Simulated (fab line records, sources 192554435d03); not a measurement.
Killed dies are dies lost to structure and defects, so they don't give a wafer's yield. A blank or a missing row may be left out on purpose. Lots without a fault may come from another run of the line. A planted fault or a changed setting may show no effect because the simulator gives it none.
Which tool did it? | flow n5_finfet | 24 lots, 72 wafers sampled, at 5 steps of a route of 1938

WHAT THE GAUGES READ, wafer by wafer
N5_ILD0_THK_MEAS_08. Usual: thk_nm 138.6 nm, standard deviation 1.
lot  | measured    | on            | thk_nm (nm)       | flag
L074 | day 3 12:20 | film_metro-02 | 139.9 138.2 138.7 |
L075 | day 4 01:10 | film_metro-01 | 137.8 136.9 137.2 |
L076 | day 4 05:23 | film_metro-01 | 138.1 139.5 139.7 |
L077 | day 4 08:54 | film_metro-02 | 138.1 139.4 138.7 |
L078 | day 4 15:31 | film_metro-01 | 137.7 136.8 137.8 |
L079 | day 4 20:11 | film_metro-01 | 137.2 137.8 138.2 |
L080 | day 5 02:04 | film_metro-01 | 139.3 138.9 139.0 |
L081 | day 5 16:22 | film_metro-01 | 137.8 140.4 139.6 |
L082 | day 5 17:08 | film_metro-01 | 138.8 139.9 138.9 |
L083 | day 5 22:32 | film_metro-01 | 137.7 136.9 138.6 |
L084 | day 6 03:48 | film_metro-01 | 139.5 141.2 139.5 |
L085 | day 6 09:57 | film_metro-02 | 138.1 139.6 139.8 |
L086 | day 6 14:34 | film_metro-01 | 138.6 138.0 138.2 |
L087 | day 6 19:46 | film_metro-01 | 138.4 138.0 138.9 |
L088 | day 7 01:31 | film_metro-02 | 136.3 138.5 139.4 |
L089 | day 7 07:52 | film_metro-02 | 140.8 136.7 139.2 |
L090 | day 7 13:02 | film_metro-02 | 139.3 138.5 139.4 |
L091 | day 7 18:09 | film_metro-01 | 139.0 138.4 139.4 |
L092 | day 8 00:03 | film_metro-02 | 138.8 139.2 138.5 |
L093 | day 8 06:42 | film_metro-01 | 140.0 139.5 138.1 |
L094 | day 8 16:29 | film_metro-01 | 138.3 138.7 138.8 |
L095 | day 8 19:56 | film_metro-01 | 138.9 138.7 138.5 |
L096 | day 9 03:41 | film_metro-01 | 139.2 136.4 138.9 |
L097 | day 9 06:54 | film_metro-01 | 138.6 138.5 138.3 |

WHICH TOOL RAN EACH LOT (tool, then ch and the chambers of the sampled wafers, then the start)
lot  | N5_SD_EPI_P_ETCH_37               | N5_SD_EPI_P_ETCH_47               | N5_SD_ACTIVATION_RTA_00         | N5_ILD0_CMP_07
L074 | rie_diel-06 ch 1,2,3, day 3 04:54 | rie_diel-06 ch 1,2,3, day 3 05:20 | rtp_anneal-02 ch 0, day 3 08:34 | cmp-02 ch 0,1,2, day 3 12:02
L075 | rie_diel-02 ch 1,2, day 3 17:32   | rie_diel-02 ch 1,2, day 3 17:58   | rtp_anneal-02 ch 0, day 3 21:25 | cmp-04 ch 0,1,3, day 4 00:57
L076 | rie_diel-06 ch 2,3, day 3 21:07   | rie_diel-06 ch 2,3, day 3 21:33   | rtp_anneal-01 ch 0, day 4 01:41 | cmp-02 ch 1,2,3, day 4 05:07
L077 | rie_diel-02 ch 0,1,2, day 4 01:30 | rie_diel-02 ch 0,1,2, day 4 01:55 | rtp_anneal-01 ch 0, day 4 05:11 | cmp-04 ch 1,3, day 4 08:36
L078 | rie_diel-05 ch 0,1,3, day 4 08:04 | rie_diel-05 ch 0,1,3, day 4 08:29 | rtp_anneal-02 ch 0, day 4 11:47 | cmp-04 ch 1,2, day 4 15:13
L079 | rie_diel-06 ch 0,1,3, day 4 12:17 | rie_diel-06 ch 0,1,3, day 4 12:42 | rtp_anneal-02 ch 0, day 4 15:56 | cmp-02 ch 1,2,3, day 4 19:54
L080 | rie_diel-02 ch 0,2, day 4 17:14   | rie_diel-02 ch 0,2, day 4 17:39   | rtp_anneal-02 ch 0, day 4 20:57 | cmp-04 ch 0,1, day 5 01:49
L081 | rie_diel-06 ch 1,2, day 5 00:52   | rie_diel-06 ch 1,2, day 5 01:18   | rtp_anneal-01 ch 0, day 5 04:38 | cmp-03 ch 0,1,2, day 5 16:08
L082 | rie_diel-02 ch 0,2,3, day 5 08:51 | rie_diel-02 ch 0,2,3, day 5 09:16 | rtp_anneal-01 ch 0, day 5 12:32 | cmp-02 ch 1,2,3, day 5 16:51
L083 | rie_diel-05 ch 0,1,3, day 5 14:58 | rie_diel-05 ch 0,1,3, day 5 15:23 | rtp_anneal-02 ch 0, day 5 18:37 | cmp-04 ch 0,1,3, day 5 22:16
L084 | rie_diel-05 ch 0,1,3, day 5 19:21 | rie_diel-05 ch 0,1,3, day 5 19:46 | rtp_anneal-02 ch 0, day 5 23:06 | cmp-04 ch 0,2,3, day 6 03:37
L085 | rie_diel-02 ch 0,2, day 6 02:32   | rie_diel-02 ch 0,2, day 6 02:58   | rtp_anneal-02 ch 0, day 6 06:12 | cmp-02 ch 0,3, day 6 09:39
L086 | rie_diel-05 ch 1,3, day 6 06:33   | rie_diel-05 ch 1,3, day 6 06:59   | rtp_anneal-02 ch 0, day 6 10:18 | cmp-02 ch 0,1,3, day 6 14:19
L087 | rie_diel-02 ch 1,2,3, day 6 11:49 | rie_diel-02 ch 1,2,3, day 6 12:14 | rtp_anneal-02 ch 0, day 6 15:39 | cmp-04 ch 1,2,3, day 6 19:31
L088 | rie_diel-05 ch 1,3, day 6 18:00   | rie_diel-05 ch 1,3, day 6 18:25   | rtp_anneal-01 ch 0, day 6 21:41 | cmp-03 ch 0,2, day 7 01:16
L089 | rie_diel-05 ch 1,2, day 7 00:06   | rie_diel-05 ch 1,2, day 7 00:32   | rtp_anneal-02 ch 0, day 7 03:56 | cmp-03 ch 1,2, day 7 07:34
L090 | rie_diel-06 ch 0,2,3, day 7 05:22 | rie_diel-06 ch 0,2,3, day 7 05:47 | rtp_anneal-01 ch 0, day 7 09:08 | cmp-04 ch 0,1,3, day 7 12:44
L091 | rie_diel-06 ch 0,3, day 7 10:41   | rie_diel-06 ch 0,3, day 7 11:07   | rtp_anneal-02 ch 0, day 7 14:23 | cmp-02 ch 1,2, day 7 17:52
L092 | rie_diel-02 ch 1,2,3, day 7 16:38 | rie_diel-02 ch 1,2,3, day 7 17:04 | rtp_anneal-01 ch 0, day 7 20:18 | cmp-03 ch 1,2,3, day 7 23:46
L093 | rie_diel-06 ch 0,1,3, day 7 23:11 | rie_diel-06 ch 0,1,3, day 7 23:36 | rtp_anneal-01 ch 0, day 8 02:56 | cmp-03 ch 0,2,3, day 8 06:27
L094 | rie_diel-02 ch 0,2,3, day 8 08:06 | rie_diel-02 ch 0,2,3, day 8 08:31 | rtp_anneal-02 ch 0, day 8 12:38 | cmp-02 ch 0,2,3, day 8 16:11
L095 | rie_diel-06 ch 0,2,3, day 8 11:11 | rie_diel-06 ch 0,2,3, day 8 11:37 | rtp_anneal-01 ch 0, day 8 16:08 | cmp-02 ch 1,2,3, day 8 19:39
L096 | rie_diel-02 ch 0,1,2, day 8 19:12 | rie_diel-02 ch 0,1,2, day 8 19:37 | rtp_anneal-01 ch 0, day 8 23:44 | cmp-03 ch 1,2,3, day 9 03:23
L097 | rie_diel-06 ch 0,3, day 8 23:29   | rie_diel-06 ch 0,3, day 8 23:55   | rtp_anneal-01 ch 0, day 9 03:10 | cmp-03 ch 1,3, day 9 06:38
- N5_SD_EPI_P_ETCH_37: etches SOC in N2/H2, overetch 108 nm, time 486 s.
- N5_SD_EPI_P_ETCH_47: etches SiOCN in CH3F/O2, target depth 25 nm.
- N5_SD_ACTIVATION_RTA_00: time 0 s.
- N5_ILD0_CMP_07: polishes SiO2 flowable, stops on poly-Si, t overpolish 1.18 s, target thk 138.88 nm.

WHAT THE TOOLS THEMSELVES READ (means of the sampled wafers that have a number; where no wafer has one, the mark that the record gives instead)
N5_SD_EPI_P_ETCH_37. Usual: drypump_motor_current_A 6.1 A, standard deviation 0.48; oes_product_au 0.68 a.u., standard deviation 0.052; rf_vpp_V 240.6 V, standard deviation 1.3; showerhead_plenum_p_Torr 2.53 Torr, standard deviation 0.076; throttle_valve_pct 23.89 %, standard deviation 0.22.
lot  | tool        | drypump_motor_current_A (A) | oes_product_au (a.u.) | rf_vpp_V (V) | showerhead_plenum_p_Torr (Torr) | throttle_valve_pct (%) | flag
L074 | rie_diel-06 | 6.0                         | 0.69                  | 240.3        | 2.51                            | 23.77                  |
L075 | rie_diel-02 | 5.8                         | 0.65                  | 241.1        | 2.57                            | 23.73                  |
L076 | rie_diel-06 | 6.3                         | 0.66                  | 240.5        | 2.50                            | 23.89                  |
L077 | rie_diel-02 | 6.0                         | 0.66                  | 241.2        | 2.58                            | 23.86                  |
L078 | rie_diel-05 | 5.6                         | 0.66                  | 239.7        | 2.53                            | 23.93                  |
L079 | rie_diel-06 | 6.0                         | 0.74                  | 241.7        | 2.56                            | 23.75                  |
L080 | rie_diel-02 | 6.3                         | 0.67                  | 241.3        | 2.55                            | 23.97                  |
L081 | rie_diel-06 | 6.5                         | 0.67                  | 239.2        | 2.43                            | 23.78                  |
L082 | rie_diel-02 | 6.3                         | 0.68                  | 240.4        | 2.51                            | 24.02                  |
L083 | rie_diel-05 | 5.6                         | 0.65                  | 239.9        | 2.52                            | 23.93                  |
L084 | rie_diel-05 | 5.6                         | 0.65                  | 240.9        | 2.52                            | 23.94                  |
L085 | rie_diel-02 | 6.1                         | 0.64                  | 240.3        | 2.53                            | 23.84                  |
L086 | rie_diel-05 | 5.5                         | 0.66                  | 239.7        | 2.46                            | 24.07                  |
L087 | rie_diel-02 | 6.1                         | 0.67                  | 240.7        | 2.54                            | 23.94                  |
L088 | rie_diel-05 | 5.5                         | 0.66                  | 239.7        | 2.46                            | 24.08                  |
L089 | rie_diel-05 | 6.4                         | 0.64                  | 239.5        | 2.50                            | 23.83                  |
L090 | rie_diel-06 | 6.2                         | 0.70                  | 240.8        | 2.54                            | 23.88                  |
L091 | rie_diel-06 | 6.2                         | 0.76                  | 242.2        | 2.60                            | 23.83                  |
L092 | rie_diel-02 | 6.0                         | 0.66                  | 240.1        | 2.54                            | 23.96                  |
L093 | rie_diel-06 | 6.0                         | 0.71                  | 240.3        | 2.56                            | 23.77                  |
L094 | rie_diel-02 | 6.3                         | 0.67                  | 239.9        | 2.50                            | 24.05                  |
L095 | rie_diel-06 | 6.3                         | 0.69                  | 240.9        | 2.54                            | 23.89                  |
L096 | rie_diel-02 | 6.0                         | 0.64                  | 240.8        | 2.56                            | 23.91                  |
L097 | rie_diel-06 | 5.9                         | 0.70                  | 241.5        | 2.61                            | 23.91                  |

N5_SD_EPI_P_ETCH_47. Usual: CH3F_flow_sccm 30.00 sccm, standard deviation 0.09; drypump_motor_current_A 6.1 A, standard deviation 0.48; oes_o_777_au 0.76 a.u., standard deviation 0.053; oes_product_au 0.76 a.u., standard deviation 0.062; rf_vpp_V 128.0 V, standard deviation 2.3; showerhead_plenum_p_Torr 1.99 Torr, standard deviation 0.063; throttle_valve_pct 16.37 %, standard deviation 0.19.
lot  | tool        | CH3F_flow_sccm (sccm) | drypump_motor_current_A (A) | oes_o_777_au (a.u.) | oes_product_au (a.u.) | rf_vpp_V (V) | showerhead_plenum_p_Torr (Torr) | throttle_valve_pct (%) | flag
L074 | rie_diel-06 | 29.95                 | 6.0                         | 0.77                | 0.77                  | 130.5        | 1.98                            | 16.31                  |
L075 | rie_diel-02 | 30.08                 | 5.8                         | 0.75                | 0.73                  | 127.1        | 2.02                            | 16.35                  |
L076 | rie_diel-06 | 30.05                 | 6.3                         | 0.75                | 0.75                  | 129.4        | 1.98                            | 16.49                  |
L077 | rie_diel-02 | 30.03                 | 6.0                         | 0.75                | 0.74                  | 129.0        | 2.03                            | 16.40                  |
L078 | rie_diel-05 | 29.97                 | 5.6                         | 0.73                | 0.73                  | 128.3        | 1.99                            | 16.41                  |
L079 | rie_diel-06 | 30.02                 | 5.9                         | 0.81                | 0.83                  | 129.6        | 2.03                            | 16.16                  |
L080 | rie_diel-02 | 29.98                 | 6.3                         | 0.76                | 0.75                  | 129.0        | 2.00                            | 16.50                  |
L081 | rie_diel-06 | 30.00                 | 6.4                         | 0.74                | 0.74                  | 129.5        | 1.91                            | 16.37                  |
L082 | rie_diel-02 | 29.95                 | 6.3                         | 0.78                | 0.77                  | 127.1        | 1.97                            | 16.45                  |
L083 | rie_diel-05 | 29.99                 | 5.6                         | 0.73                | 0.72                  | 127.6        | 1.99                            | 16.43                  |
L084 | rie_diel-05 | 30.01                 | 5.7                         | 0.72                | 0.72                  | 127.7        | 1.99                            | 16.44                  |
L085 | rie_diel-02 | 30.01                 | 6.0                         | 0.75                | 0.72                  | 127.9        | 1.99                            | 16.49                  |
L086 | rie_diel-05 | 29.98                 | 5.5                         | 0.72                | 0.72                  | 127.0        | 1.95                            | 16.56                  |
L087 | rie_diel-02 | 30.05                 | 6.0                         | 0.76                | 0.74                  | 125.8        | 1.99                            | 16.37                  |
L088 | rie_diel-05 | 29.97                 | 5.5                         | 0.72                | 0.72                  | 127.7        | 1.95                            | 16.56                  |
L089 | rie_diel-05 | 30.09                 | 6.4                         | 0.71                | 0.70                  | 125.2        | 1.96                            | 16.42                  |
L090 | rie_diel-06 | 29.98                 | 6.2                         | 0.79                | 0.80                  | 128.7        | 2.01                            | 16.36                  |
L091 | rie_diel-06 | 30.07                 | 6.2                         | 0.84                | 0.86                  | 128.9        | 2.06                            | 16.21                  |
L092 | rie_diel-02 | 29.93                 | 6.0                         | 0.75                | 0.74                  | 126.1        | 1.99                            | 16.39                  |
L093 | rie_diel-06 | 29.97                 | 5.9                         | 0.79                | 0.80                  | 129.6        | 2.02                            | 16.20                  |
L094 | rie_diel-02 | 30.02                 | 6.3                         | 0.76                | 0.75                  | 127.2        | 1.97                            | 16.48                  |
L095 | rie_diel-06 | 29.93                 | 6.3                         | 0.78                | 0.78                  | 129.9        | 2.01                            | 16.38                  |
L096 | rie_diel-02 | 29.99                 | 6.0                         | 0.73                | 0.71                  | 127.5        | 2.02                            | 16.46                  |
L097 | rie_diel-06 | 29.91                 | 5.8                         | 0.78                | 0.78                  | 130.5        | 2.07                            | 16.37                  |

N5_SD_ACTIVATION_RTA_00. Usual: lamp_power_pct 8.96 %, standard deviation 0.057; lamp_zone_1_pct 8.952 %, standard deviation 0.027; wafer_temp_C_max 974.7, standard deviation 1.9.
lot  | tool          | lamp_power_pct (%) | lamp_zone_1_pct (%) | wafer_temp_C_max | flag
L074 | rtp_anneal-02 | 9.00               | 8.965               | 972.9            |
L075 | rtp_anneal-02 | 8.95               | 8.926               | 973.4            |
L076 | rtp_anneal-01 | 8.99               | 8.976               | 975.4            |
L077 | rtp_anneal-01 | 8.96               | 8.931               | 975.9            |
L078 | rtp_anneal-02 | 8.97               | 8.909               | 975.6            |
L079 | rtp_anneal-02 | 8.98               | 8.946               | 976.6            |
L080 | rtp_anneal-02 | 8.97               | 8.932               | 973.8            |
L081 | rtp_anneal-01 | 8.97               | 8.968               | 976.4            |
L082 | rtp_anneal-01 | 8.94               | 8.939               | 974.9            |
L083 | rtp_anneal-02 | 8.93               | 8.975               | 973.4            |
L084 | rtp_anneal-02 | 8.93               | 8.971               | 973.5            |
L085 | rtp_anneal-02 | 8.95               | 8.927               | 975.5            |
L086 | rtp_anneal-02 | 8.93               | 8.955               | 975.5            |
L087 | rtp_anneal-02 | 8.98               | 8.964               | 974.8            |
L088 | rtp_anneal-01 | 8.95               | 8.985               | 974.6            |
L089 | rtp_anneal-02 | 8.99               | 8.938               | 975.7            |
L090 | rtp_anneal-01 | 8.93               | 8.936               | 976.3            |
L091 | rtp_anneal-02 | 9.00               | 8.936               | 974.4            |
L092 | rtp_anneal-01 | 8.92               | 8.962               | 975.8            |
L093 | rtp_anneal-01 | 8.96               | 8.952               | 975.7            |
L094 | rtp_anneal-02 | 9.03               | 8.975               | 974.5            |
L095 | rtp_anneal-01 | 9.01               | 8.946               | 974.8            |
L096 | rtp_anneal-01 | 8.97               | 8.954               | 973.6            |
L097 | rtp_anneal-01 | 8.96               | 8.939               | 974.6            |

N5_ILD0_CMP_07. Usual: motor_current_A 11.6 A, standard deviation 1.5.
lot  | tool   | motor_current_A (A) | flag
L074 | cmp-02 | 10.7                |
L075 | cmp-04 | 10.8                |
L076 | cmp-02 | 11.2                |
L077 | cmp-04 | 10.7                |
L078 | cmp-04 | 13.6                |
L079 | cmp-02 | 11.2                |
L080 | cmp-04 | 10.6                |
L081 | cmp-03 | 12.0                |
L082 | cmp-02 | 11.3                |
L083 | cmp-04 | 10.8                |
L084 | cmp-04 | 11.7                |
L085 | cmp-02 | 12.3                |
L086 | cmp-02 | 12.0                |
L087 | cmp-04 | 11.8                |
L088 | cmp-03 | 12.1                |
L089 | cmp-03 | 12.6                |
L090 | cmp-04 | 10.9                |
L091 | cmp-02 | 9.9                 |
L092 | cmp-03 | 11.8                |
L093 | cmp-03 | 11.5                |
L094 | cmp-02 | 11.1                |
L095 | cmp-02 | 10.9                |
L096 | cmp-03 | 11.5                |
L097 | cmp-03 | 11.7                |

THE ANSWER, worked out from the rows above alone
Rule: a lot is off if the mean of its wafers that have a number lies more than 3 standard deviations from the usual mean. A lot without any number at a reading at which 4 lots or more have one is off too. The other lots that the step has rows for count as sound. The gauges are gone through in route order, then the tools' own readings, and for those a lot's mean is taken as printed above. The first step at which some lot is off is used, and at that step the reading that is off furthest; a lot without a number counts as furthest.
No lot is off at any reading shown: from this, nothing can be told.

WHAT THE SIMULATOR HAD PUT IN
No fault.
